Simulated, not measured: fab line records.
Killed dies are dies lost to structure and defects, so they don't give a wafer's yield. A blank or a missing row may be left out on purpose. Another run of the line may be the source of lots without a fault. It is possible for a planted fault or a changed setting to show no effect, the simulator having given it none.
Matching of chambers | flow nand-harc | NHARC_P_M1_CMP_23 on cmp-02 has 4 sister chambers
The step polishes, t overpolish 20 s, target thk 157.82 nm. 4 wafers are shown with their chamber, then 7 later ones without.

WAFERS, EACH WITH ITS CHAMBER
wafer  | chamber | motor-current-A (A)
L087.1 | 2       | 12.3
L087.3 | 3       | 14.0
L088.1 | 1       | 11.0
L090.1 | 0       | 12.2

WAFERS MISSING THEIR CHAMBER
wafer  | motor-current-A (A)
L090.4 | 12.2
L093.1 | 13.4
L093.3 | 12.6
L095.3 | 14.1
L095.4 | 11.0
L097.3 | 12.7
L097.4 | 11.9

WHICH CHAMBER EACH ONE RAN IN
wafer  | from the rows above          | in truth
L090.4 | can't be placed: 0 or 2      | 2
L093.1 | can't be placed: 3 or 2 or 0 | 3
L093.3 | can't be placed: 2 or 0      | 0
L095.3 | 3                            | 3
L095.4 | 1                            | 1
L097.3 | can't be placed: 2 or 0      | 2
L097.4 | can't be placed: 0 or 2 or 1 | 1
2 of 7 placed correctly. Cannot be placed on the basis of these rows: 5; the candidates contain the true chamber in 5. Number placed wrongly: 0.
How it was worked out, from the rows above alone: a wafer's distance from a chamber is the root of the sum, over the readings, of the square of ((its reading less the chamber's mean) divided by the reading's scatter). The wafer belongs to the nearest chamber; if the next one is less than 2 further off, it can't be placed. The mean given for a chamber averages the wafers shown for that chamber. The scatter: with one shown wafer a chamber, the root of the mean of the squares of how far each hidden wafer lies from its nearest shown one.
